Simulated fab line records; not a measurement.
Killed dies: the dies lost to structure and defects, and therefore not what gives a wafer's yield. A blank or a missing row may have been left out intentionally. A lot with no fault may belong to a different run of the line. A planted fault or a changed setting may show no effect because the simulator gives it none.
Comparing a struck lot with a sound one / flow nand harc / 25 out of 1302 route steps
Sound: the wafers L162.2, L162.3, L162.5. Struck: wafers L158.2, L158.4, L158.6. Last of all comes the cause.
For every step that has rows: the tool of each side, followed by ch and its chambers, followed by its first start. Under that, the readings that differ: sound wafers / struck wafers / difference of the means / sigmas: that difference in standard deviations of wafers without a fault.
alike: same words and numbers on both sides, and readings whose means sit less than 2 such deviations apart. not compared: any withheld reading, any reading some wafer has no value for, any bound like >300 that may hide the same value, and any number with overlapping values for which the record gives no deviation.
The two part at a step that has a row with sigmas, a row that says differs or no value, or rows on one side only. Non-overlapping numbers with no deviation appear without sigmas and do not part them. A reading that every wafer of one side lacks parts them only if that side has two wafers or more.

first, 1 step without rows for these wafers: NHARC_P_M0_SRD_25.
NHARC_P_M0_INSPECT_27:
  struck on defect inspect-01, day 13 05:11; sound on defect inspect-01, day 14 20:37
  alike: raw defect count
NHARC_P_M0_PRE_CLEAN_31: time 12 s.
  sound on pecvd-03 ch 0,1,2, day 14 20:52; struck on pecvd-02 ch 0,1,2, day 13 05:15
  alike: heater power w
  not compared: since wet clean h
NHARC_P_M0_DEP_32: deposits SiCN, target thk 30 nm.
  sound on pecvd-03 ch 0,1,2, day 14 20:58; struck on pecvd-02 ch 0,1,2, day 13 05:20
  alike: heater power w
  not compared: since wet clean h
then, 7 steps without rows for these wafers: NHARC_P_M1_DEP_00 (deposits SiOC, target thk 182.5 nm); NHARC_P_M1_DEHYDRATE_01 (time 120 s); NHARC_P_M1_HMDS_02 (time 30 s); NHARC_P_M1_COAT_34 (time 65 s); NHARC_P_M1_COAT_03 (resist thk 90 nm); NHARC_P_M1_SOFTBAKE_04 (time 55 s); NHARC_P_M1_EBR_05.
NHARC_P_M1_EXPOSE_06: exposes mask P M1, target cd 130 nm.
  sound on arfi scanner-01 ch 0, day 14 21:55; struck on arfi scanner-03 ch 0, day 13 06:19
reading=exposure dose mJ cm2; sound=81.84 81.83 81.84; struck=84.26 84.28 84.37; difference=+2.47; sigmas=+30
  alike: mask
then, 2 steps without rows for these wafers: NHARC_P_M1_PEB_07 (peb time 65 s); NHARC_P_M1_DEVELOP_08 (develop time 35 s).
NHARC_P_M1_CD_MEAS_09 targets a cd of 130 nm.
  sound on cd sem-01 ch 0, day 14 22:02; struck on cd sem-03 ch 0, day 13 06:27
reading=cd nm (nm); sound=129.7 130.9 130.7; struck=131.3 131.4 131.5; difference=+1.0; sigmas=+2
NHARC_P_M1_OVL_MEAS_10: pitch 260 nm.
  struck on overlay-02, day 13 06:32; sound on overlay-01, day 14 22:08
  alike: overlay x nm, overlay y nm
NHARC_P_M1_INSPECT_11:
  struck on defect inspect-02, day 13 06:34; sound on defect inspect-01, day 14 22:10
  alike: raw defect count
NHARC_P_M1_DESCUM_14: chemistry O2, time 3 s.
  sound on rie diel-13 ch 0,1,3, day 14 22:14; struck on rie diel-13 ch 1,3, day 13 06:38
reading=model.P_M1.cd nm (nm); sound=129.9 130.5 130.5; struck=131.6 131.3 130.9; difference=+1.0; sigmas=
  alike: drypump motor current A, oes product au, rf vpp V, showerhead plenum p Torr, throttle valve pct
  not compared: rf hours counter h
NHARC_P_M1_ETCH_35: etches the open film in N2/H2, target depth 40 nm, overetch 12 nm, time 43.94 s.
  sound on rie diel-13 ch 0,2,3, day 14 22:19; struck on rie diel-13 ch 0,1,3, day 13 06:43
  alike: drypump motor current A, oes product au, rf vpp V, showerhead plenum p Torr, throttle valve pct
  not compared: rf hours counter h
NHARC_P_M1_ETCH_15: etches the open film in C4F8/Ar, target depth 182.5 nm, time 91.2 s.
  sound on rie diel-13 ch 1,3; struck on rie diel-13 ch 0,2,3
  alike: oes product au, rf vpp V
  not compared: rf hours counter h
NHARC_P_M1_CD_MEAS_16:
  struck on cd sem-01, day 13 06:56; sound on cd sem-01, day 14 22:32
  alike: cd nm
NHARC_P_M1_STRIP_18: strips in N2/H2.
  sound on rie diel-05 ch 2,3, day 14 22:38; struck on rie diel-12 ch 0,1,2, day 13 07:01
reading=rf vpp V (V); sound=91.4 92.9 91.3; struck=87.6 90.7 89.8; difference=-2.5; sigmas=-3
  alike: drypump motor current A, oes product au, showerhead plenum p Torr, throttle valve pct
  not compared: rf hours counter h
NHARC_P_M1_ETCH_28: etches the open film in CF4/N2, target depth 30 nm, time 72.99 s.
  sound on rie diel-05 ch 2,3; struck on rie diel-12 ch 0,1,3
reading=model.P_M1.cd nm (nm); sound=130 129.8 130; struck=131.4 131.7 131.8; difference=+1.7; sigmas=
  alike: drypump motor current A, oes product au, rf vpp V, showerhead plenum p Torr, throttle valve pct
  not compared: rf hours counter h
then, 1 step without rows for these wafers: NHARC_P_M1_STRIP_19 (strips in post etch residue remover, time 600 s).
-- break in the record here, with 19 days between the starts of the struck wafers on either side (left off in module P_M1, picked up again in module END, where the first step shown is number 1302 on the route) --
NHARC_END_SORT_01:
  the record has rows for the struck wafers here (prober-01 ch 0, day 31 22:00) and none for the sound ones

## WHERE THEY PART
First at NHARC_P_M1_EXPOSE_06; last, within this record, at NHARC_END_SORT_01.

WHY: the cause the simulator had injected
Process parameters drifting: arfi scanner-03 at NHARC_P_M1_EXPOSE_06, beginning at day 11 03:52. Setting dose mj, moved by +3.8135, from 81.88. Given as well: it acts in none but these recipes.
